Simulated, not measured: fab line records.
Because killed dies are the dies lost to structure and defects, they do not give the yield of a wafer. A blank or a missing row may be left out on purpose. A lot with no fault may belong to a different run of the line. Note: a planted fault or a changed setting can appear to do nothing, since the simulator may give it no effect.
Comparing a struck lot with a sound one    flow nandHarc    43 out of 1159 route steps
Sound: wafers L443.1, L443.2, L443.3. Struck: wafer L454.2; the same lot's L454.6 was not struck, so it is left out; see the end for the cause.
For every step that has rows: the tool of each side, followed by ch and its chambers, followed by its first start. Under that, the readings that differ: sound wafers    struck wafers    difference of the means    sigmas: that difference in standard deviations of wafers without a fault.
alike: a reading whose means differ by less than 2 such deviations, as well as words and numbers matching on both sides. not compared: withheld readings; readings where some wafer has no value; bounds like >300 that might hide an equal value; numbers whose values overlap and for which the record gives no deviation.
A row with sigmas, a row that says differs or no value, or rows on one side alone: a step with any of these is where the two part. Numbers that have no deviation but don't overlap get no sigmas and don't part them. Lack of a reading on every wafer of one side parts them only where that side has two or more wafers.

first, 1 step without rows for these wafers: NHARC_A_CONTACT_ETCH_121 (etches the open film in C4F8/O2/Ar, time 94 s, target depth 922 nm).
NHARC_A_CONTACT_ETCH_122: etches the open film in C4F8/O2/Ar, time 95 s, target depth 930 nm.
  sound on harCapEtch-03 ch 0,1, day 17 02:05; struck on harCapEtch-03 ch 0, day 19 09:38
  not compared: rfHoursCounterH
then, 3 steps without rows for these wafers: NHARC_A_CONTACT_ETCH_123 (etches the open film in C4F8/O2/Ar, time 253 s, target depth 1090 nm); NHARC_A_CONTACT_ETCH_90 (etches the open film in CH3F/O2, target depth 40 nm, time 85.7 s); NHARC_A_CONTACT_ETCH_96 (etches the open film in C4F6/O2, target depth 20 nm, time 10 s).
NHARC_A_CONTACT_CD_MEAS_53:
  sound on cdSem-01, day 17 03:00; struck on cdSem-02, day 19 10:36
  alike: cdNm
then, 6 steps without rows for these wafers: NHARC_A_CONTACT_STRIP_99 (strips in N2/H2); NHARC_A_CONTACT_STRIP_100 (strips in CF4/CHF3); NHARC_A_CONTACT_STRIP_101 (strips in O2/COS); NHARC_A_CONTACT_ETCH_102 (etches the open film in CF4/O2, target depth 70 nm, overetch 7 nm, time 38.5 s); NHARC_A_CONTACT_STRIP_55 (strips in O2); NHARC_A_CONTACT_STRIP_56 (strips in post etch residue remover, time 600 s).
NHARC_A_CONTACT_DEP_57: deposits aC, target thk 2800 nm.
  sound on aclDep-03 ch 0, day 17 04:09; struck on aclDep-03 ch 0, day 19 13:42
  alike: throttleValvePct
NHARC_A_CONTACT_DEP_58: deposits SiON, target thk 60 nm.
  sound on pecvd-01 ch 0,1,2, day 17 05:55; struck on pecvd-01 ch 2, day 19 15:09
  alike: heaterPowerW, rfFwdPowerW
then, 10 steps without rows for these wafers: NHARC_A_CONTACT_DEHYDRATE_59 (time 120 s); NHARC_A_CONTACT_HMDS_60 (time 30 s); NHARC_A_CONTACT_COAT_61 (time 75 s); NHARC_A_CONTACT_COAT_62 (time 65 s); NHARC_A_CONTACT_COAT_63 (resist thk 90 nm); NHARC_A_CONTACT_SOFTBAKE_64 (time 55 s); NHARC_A_CONTACT_EBR_65; NHARC_A_CONTACT_EXPOSE_66 (exposes mask A CC 2); NHARC_A_CONTACT_PEB_67 (peb time 65 s); NHARC_A_CONTACT_DEVELOP_68 (develop time 35 s).
NHARC_A_CONTACT_CD_MEAS_69: the cd target is 200 nm.
  sound on cdSem-01 ch 0, day 17 06:38; struck on cdSem-01 ch 0, day 19 15:45
  alike: cdNm
NHARC_A_CONTACT_OVL_MEAS_70:
  sound on overlay-02, day 17 06:44; struck on overlay-01, day 19 15:50
  alike: overlayXNm, overlayYNm
NHARC_A_CONTACT_INSPECT_71:
  sound on defectInspect-02, day 17 06:46; struck on defectInspect-01, day 19 15:53
  alike: rawDefectCount
then, 5 steps without rows for these wafers: NHARC_A_CONTACT_DESCUM_74 (chemistry O2, time 3 s); NHARC_A_CONTACT_ETCH_75 (etches the open film in CF4, target depth 39 nm, time 65 s); NHARC_A_CONTACT_ETCH_76 (etches the open film in N2/H2, target depth 260 nm, time 475.3 s); NHARC_A_CONTACT_ETCH_77 (etches the open film in CF4/CHF3, target depth 72.6 nm, time 36.3 s); NHARC_A_CONTACT_ETCH_78 (etches the open film in O2/COS, target depth 2800 nm, time 728 s).
NHARC_A_CONTACT_ETCH_124: etches the open film in C4F8/O2/Ar, time 140 s, target depth 700 nm.
  sound on harCapEtch-01 ch 0,1, day 17 08:01; struck on harCapEtch-03 ch 1, day 19 17:05
  not compared: rfHoursCounterH
then, 4 steps without rows for these wafers: NHARC_A_CONTACT_ETCH_125 (etches the open film in C4F8/O2/Ar, time 155 s, target depth 956 nm); NHARC_A_CONTACT_ETCH_126 (etches the open film in C4F8/O2/Ar, time 155 s, target depth 956 nm); NHARC_A_CONTACT_ETCH_127 (etches the open film in C4F8/O2/Ar, time 155 s, target depth 956 nm); NHARC_A_CONTACT_ETCH_128 (etches the open film in C4F8/O2/Ar, time 155 s, target depth 956 nm).
NHARC_A_CONTACT_ETCH_129: etches the open film in C4F8/O2/Ar, time 155 s, target depth 956 nm.
  sound on harCapEtch-01 ch 0,1, day 17 08:46; struck on harCapEtch-03 ch 1, day 19 17:52
  not compared: rfHoursCounterH
then, 3 steps without rows for these wafers: NHARC_A_CONTACT_ETCH_130 (etches the open film in C4F8/O2/Ar, time 155 s, target depth 956 nm); NHARC_A_CONTACT_ETCH_131 (etches the open film in C4F8/O2/Ar, time 155 s, target depth 956 nm); NHARC_A_CONTACT_ETCH_132 (etches the open film in C4F8/O2/Ar, time 156 s, target depth 958 nm).
NHARC_A_CONTACT_ETCH_133: etches the open film in C4F8/O2/Ar, time 195 s, target depth 840 nm.
  sound on harCapEtch-01 ch 0,1, day 17 09:20; struck on harCapEtch-03 ch 1, day 19 18:25
  not compared: rfHoursCounterH
-- jump in the record: it breaks off in module A_CONTACT and resumes in module END (first step shown: number 1159 of the route), and 2 days separate the struck wafers' starts before and after --
NHARC_END_SORT_01:
  only the struck wafers appear in the record here, on prober-02 ch 0 at day 22 02:49; the sound ones have no rows

## WHERE THEY PART
At NHARC_END_SORT_01 and nowhere else, as far as this record goes.

WHY: what had been put in by the simulator
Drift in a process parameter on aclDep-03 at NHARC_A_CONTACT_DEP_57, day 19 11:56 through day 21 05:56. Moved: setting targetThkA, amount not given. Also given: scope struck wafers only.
